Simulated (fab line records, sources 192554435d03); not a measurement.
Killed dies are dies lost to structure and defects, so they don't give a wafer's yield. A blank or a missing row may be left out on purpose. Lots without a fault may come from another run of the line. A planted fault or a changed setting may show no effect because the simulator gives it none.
Chamber matching | flow n5_finfet | N5_ZERO_LAYER_PECVD_02 on pecvd-04: 3 sister chambers
The step deposits SiO2 from SiH4/N2O, target thk 10 nm, time 6 s. 3 wafers are shown with their chamber, then 9 later ones without.

WAFERS WITH THEIR CHAMBER
wafer  | chamber | showerhead_plenum_p_Torr (Torr)
L089.1 | 2       | 8.06
L089.2 | 0       | 7.96
L089.3 | 1       | 8.26

WAFERS WITHOUT THEIR CHAMBER
wafer  | showerhead_plenum_p_Torr (Torr)
L094.1 | 8.25
L094.5 | 7.97
L094.6 | 8.25
L095.4 | 8.05
L095.5 | 7.94
L095.6 | 8.27
L097.3 | 8.27
L097.4 | 8.08
L097.5 | 8.25

WHICH CHAMBER EACH WENT THROUGH
wafer  | from the rows above | in truth
L094.1 | 1                   | 1
L094.5 | 0                   | 0
L094.6 | 1                   | 1
L095.4 | 2                   | 2
L095.5 | 0                   | 0
L095.6 | 1                   | 1
L097.3 | 1                   | 1
L097.4 | 2                   | 2
L097.5 | 1                   | 1
Placed correctly: 9 of 9. Can't be placed from these rows: 0. Placed wrongly: 0.
How it was worked out, from the rows above alone: a wafer's distance from a chamber is the root of the sum, over the readings, of the square of ((its reading less the chamber's mean) divided by the reading's scatter). The wafer belongs to the nearest chamber; if the next one is less than 2 further off, it can't be placed. A chamber's mean is the mean of its shown wafers. The scatter: with one shown wafer a chamber, the root of the mean of the squares of how far each hidden wafer lies from its nearest shown one.
